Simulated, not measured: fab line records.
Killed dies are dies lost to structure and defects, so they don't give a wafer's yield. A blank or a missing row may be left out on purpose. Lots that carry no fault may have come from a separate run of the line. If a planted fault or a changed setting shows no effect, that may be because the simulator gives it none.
A lot that was struck, set against a sound lot ; flow nand-harc ; 14 steps out of a route of 1302
Sound: wafers L691.2, L691.4, L691.5. The struck wafers were L700.2, L700.4, L700.6. The cause is named last.
Order at every step that has rows: each side's tool, ch and its chambers, its first start. Under that, the readings that differ: sound wafers ; struck wafers ; difference of the means ; sigmas: that difference in standard deviations of wafers without a fault.
alike: readings with means less than 2 such deviations apart, plus words and numbers identical on both sides. not compared: withheld readings, readings lacking a value on some wafer, bounds such as >300 that could conceal the same value, and numbers that have no deviation in the record and whose values overlap.
A row with sigmas, a row that says differs or no value, or rows on one side alone: a step with any of these is where the two part. Numbers that have no deviation but don't overlap get no sigmas and don't part them. A reading missing from all wafers of one side parts the sides only when that side holds two or more wafers.

first, 1 step without rows for these wafers: NHARC_A_STAIRCASE_HARDBAKE_311 (time 140 s).
NHARC_A_STAIRCASE_DESCUM_312: chemistry O2, time 3 s.
  sound on rie-diel-10 ch 1,2, day 19 17:23; struck on rie-diel-01 ch 2,3, day 24 01:20
reading;sound;struck;difference;sigmas
rf-vpp-V (V);59.5 57.5 59.5;56.1 58.3 56.7;-1.8;-2
  alike: drypump-motor-current-A, oes-product-au, showerhead-plenum-p-Torr, throttle-valve-pct
  not compared: rf-hours-counter-h
NHARC_A_STAIRCASE_ETCH_313: etches the open film in CF4/CHF3.
  sound on rie-diel-10 ch 1,2, day 19 17:29; struck on rie-diel-01 ch 1,2, day 24 01:26
  alike: drypump-motor-current-A, oes-product-au, rf-vpp-V, showerhead-plenum-p-Torr, throttle-valve-pct
  not compared: rf-hours-counter-h
NHARC_A_STAIRCASE_HM_OPEN_463: chemistry O2/COS.
  sound: rie-diel-10 ch 1,3; struck: rie-diel-01 ch 0,1,2
  alike: drypump-motor-current-A, oes-product-au, rf-vpp-V, showerhead-plenum-p-Torr, throttle-valve-pct
  not compared: rf-hours-counter-h
then, 1 step without rows for these wafers: NHARC_A_STAIRCASE_STRIP_464 (strips in O2/COS).
NHARC_A_STAIRCASE_ETCH_453: etches the open film in CF4/O2, target depth 30 nm, overetch 3 nm, time 16.5 s.
  sound: rie-diel-10 ch 2,3; struck: rie-diel-01 ch 0,2
  alike: drypump-motor-current-A, oes-product-au, rf-vpp-V, showerhead-plenum-p-Torr, throttle-valve-pct
  not compared: rf-hours-counter-h
NHARC_A_STAIRCASE_ETCH_315: etches the open film in C4F8/O2/Ar, target depth 2500 nm, time 607.1 s.
  sound: rie-diel-10 ch 1,2; struck: rie-diel-01 ch 0,1,3
  alike: oes-product-au, rf-vpp-V
  not compared: rf-hours-counter-h
then, 4 steps without rows for these wafers: NHARC_A_STAIRCASE_STRIP_316 (strips in O2); NHARC_A_STAIRCASE_STRIP_317 (strips in SPM, time 900 s); NHARC_A_STAIRCASE_PRECLEAN_318 (cleans in SC1); NHARC_A_STAIRCASE_SRD_329.
NHARC_A_STAIRCASE_ALD_415: deposits SiO2, target thk 30 nm, pulse time 6 s, ald cycles 300.
  sound on ald-hk-01 ch 1,2,3, day 19 19:59; struck on ald-hk-01 ch 0,1, day 24 03:42
  no value came back on the struck wafers for any of 5 readings (ald-cycles, heater-power-outer-w (W) and others); on the sound wafers ald-cycles reads 300 300 300
then, 1 step without rows for these wafers: NHARC_A_STAIRCASE_ETCHBACK_416 (etches the open film in C4F8/O2/Ar, target depth 36 nm, time 7.2 s).
-- the record jumps here: 8 days lie between the struck wafers' starts before and after (it left off in module A_STAIRCASE and takes up again in module END, whose first step shown is number 1302 of the route) --
NHARC_END_SORT_01:
  sound on prober-01 ch 0, day 27 00:59; struck on prober-01 ch 0, day 31 22:00
reading;sound;struck;difference;sigmas
killed-at-array;33 44 41;677 674 671;+635;+42
killed-dies;41 52 49;677 677 677;+630;+42
  alike: killed-at-other, killed-at-periphery, killed-open, killed-short

## WHERE THEY PART
Earliest at NHARC_A_STAIRCASE_DESCUM_312; latest, in this record, at NHARC_END_SORT_01.

WHY: what the simulator had put in
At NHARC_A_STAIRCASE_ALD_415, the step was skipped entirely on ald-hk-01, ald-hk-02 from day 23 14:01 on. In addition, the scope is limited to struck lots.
